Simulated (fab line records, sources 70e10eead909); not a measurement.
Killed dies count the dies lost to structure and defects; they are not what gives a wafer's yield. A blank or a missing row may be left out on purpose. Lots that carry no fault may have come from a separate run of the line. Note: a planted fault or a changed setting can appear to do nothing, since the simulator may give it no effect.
A struck lot beside a sound one | flow nandHarc | 41 out of 1302 route steps
Sound: wafers L994.1, L994.4, L994.5. Struck: wafers L995.1, L995.6. (L995.4 of the same lot was not struck and is left out.) The cause comes at the end.
Per side, at each step with rows, come the tool, then ch with its chambers, and then its first start. Under that, the readings that differ: sound wafers | struck wafers | difference of the means | sigmas: that difference in standard deviations of wafers without a fault.
alike: words and numbers the same on both sides, and readings whose means are apart by under 2 such deviations; not compared: readings that were withheld, readings missing a value for some wafer, numbers with overlapping values and no deviation given by the record, and bounds like >300 which may hide the same value.
The two part at a step that has a row with sigmas, a row that says differs or no value, or rows on one side only. Non-overlapping numbers with no deviation appear without sigmas and do not part them. A reading missing from all wafers of one side parts the sides only when that side holds two or more wafers.

NHARC_P_M1_OVL_MEAS_10: pitch 260 nm.
  sound on overlay-02 at day 9 08:03; struck on overlay-01 at day 9 18:05
  alike: overlayXNm, overlayYNm
NHARC_P_M1_INSPECT_11:
  sound on defectInspect-02 at day 9 08:05; struck on defectInspect-01 at day 9 18:08
  alike: rawDefectCount
NHARC_P_M1_DESCUM_14: chemistry O2, time 3 s.
  sound on rieDiel-11 ch 0,1,2, day 9 08:09; struck on rieDiel-11 ch 2,3, day 9 18:12
  alike: drypumpMotorCurrentA, oesProductAu, rfVppV, showerheadPlenumPTorr, throttleValvePct
  not compared: rfHoursCounterH
then, 1 step without rows for these wafers: NHARC_P_M1_ETCH_35 (etches the open film in N2/H2, target depth 40 nm, overetch 12 nm, time 43.94 s).
NHARC_P_M1_ETCH_15: etches the open film in C4F8/Ar, target depth 182.5 nm, time 91.2 s.
  sound: rieDiel-11 ch 0,1; struck: rieDiel-11 ch 1,3
  alike: biasW, oesProductAu, rfVppV
  not compared: rfHoursCounterH
NHARC_P_M1_CD_MEAS_16:
  sound on cdSem-02 at day 9 08:29; struck on cdSem-02 at day 9 18:29
  alike: cdNm
then, 3 steps without rows for these wafers: NHARC_P_M1_STRIP_18 (strips in N2/H2); NHARC_P_M1_ETCH_28 (etches the open film in CF4/N2, target depth 30 nm, time 72.99 s); NHARC_P_M1_STRIP_19 (strips in post etch residue remover, time 600 s).
NHARC_P_M1_DEGAS_29: time 60 s.
  sound on pvdSputter-01 at day 9 09:13; struck on pvdSputter-01 at day 9 19:13
  alike: heaterPowerW
then, 2 steps without rows for these wafers: NHARC_P_M1_PRE_CLEAN_30 (time 30 s); NHARC_P_M1_PVD_20 (deposits TaN, target thk 5 nm, time 8.06 s).
NHARC_P_M1_PVD_21: deposits Cu, target thk 30 nm, time 20.49 s.
  sound on pvdSputter-01 at day 9 09:26; struck on pvdSputter-01 at day 9 19:26
  alike: throttleValvePct
then, 4 steps without rows for these wafers: NHARC_P_M1_ECD_22 (material Cu, target thk 400 nm); NHARC_P_M1_ANNEAL_31 (time 90 s); NHARC_P_M1_CMP_23 (polishes, t overpolish 20 s, target thk 157.82 nm); NHARC_P_M1_SRD_25.
NHARC_P_M1_INSPECT_27:
  sound on defectInspect-01 at day 9 10:46; struck on defectInspect-02 at day 9 20:46
  alike: rawDefectCount
then, 12 steps without rows for these wafers: NHARC_P_M1_PRE_CLEAN_32 (time 12 s); NHARC_P_M1_DEP_33 (deposits SiCN, target thk 30 nm); NHARC_P_M2_DEP_00 (deposits SiOC, target thk 182.5 nm); NHARC_P_M2_DEHYDRATE_01 (time 120 s); NHARC_P_M2_HMDS_02 (time 30 s); NHARC_P_M2_COAT_34 (time 65 s); NHARC_P_M2_COAT_03 (resist thk 90 nm); NHARC_P_M2_SOFTBAKE_04 (time 55 s); NHARC_P_M2_EBR_05; NHARC_P_M2_EXPOSE_06 (exposes mask P M2, target cd 170 nm); NHARC_P_M2_PEB_07 (peb time 65 s); NHARC_P_M2_DEVELOP_08 (develop time 35 s).
NHARC_P_M2_CD_MEAS_09 targets a cd of 170 nm.
  the record has rows for the sound wafers here (cdSem-01 ch 0, day 9 12:09) and none for the struck ones
NHARC_P_M2_OVL_MEAS_10: pitch 340 nm.
  the record holds rows for the sound wafers here (overlay-01, day 9 12:14) but none for the struck ones
NHARC_P_M2_INSPECT_11:
  the record holds rows for the sound wafers here (defectInspect-02, day 9 12:16) but none for the struck ones
then, 1 step without rows for these wafers: NHARC_P_M2_DESCUM_14 (chemistry O2, time 3 s).
NHARC_P_M2_ETCH_35: etches the open film in N2/H2, target depth 40 nm, overetch 12 nm, time 43.94 s.
  the record has rows for the sound wafers here (rieDiel-12 ch 2,3, day 9 12:26) and none for the struck ones
NHARC_P_M2_ETCH_15: etches the open film in C4F8/Ar, target depth 182.5 nm, time 91.2 s.
  the record has rows for the sound wafers here (rieDiel-12 ch 1,2) and none for the struck ones
NHARC_P_M2_CD_MEAS_16:
  the record holds rows for the sound wafers here (cdSem-03, day 9 12:39) but none for the struck ones
then, 3 steps without rows for these wafers: NHARC_P_M2_STRIP_18 (strips in N2/H2); NHARC_P_M2_ETCH_28 (etches the open film in CF4/N2, target depth 30 nm, time 72.99 s); NHARC_P_M2_STRIP_19 (strips in post etch residue remover, time 600 s).
-- record jumps: 18 days between struck wafers' starts before vs after; left off in module P_M2, resumes in module END, first step shown is number 1302 of the route --
NHARC_END_SORT_01:
  only the struck wafers appear in the record here, on prober-01 ch 0 at day 27 22:58; the sound ones have no rows

WHERE THEY PART
Last at NHARC_END_SORT_01 as far as this record goes, first at NHARC_P_M2_CD_MEAS_09.

WHY: what had been put in by the simulator
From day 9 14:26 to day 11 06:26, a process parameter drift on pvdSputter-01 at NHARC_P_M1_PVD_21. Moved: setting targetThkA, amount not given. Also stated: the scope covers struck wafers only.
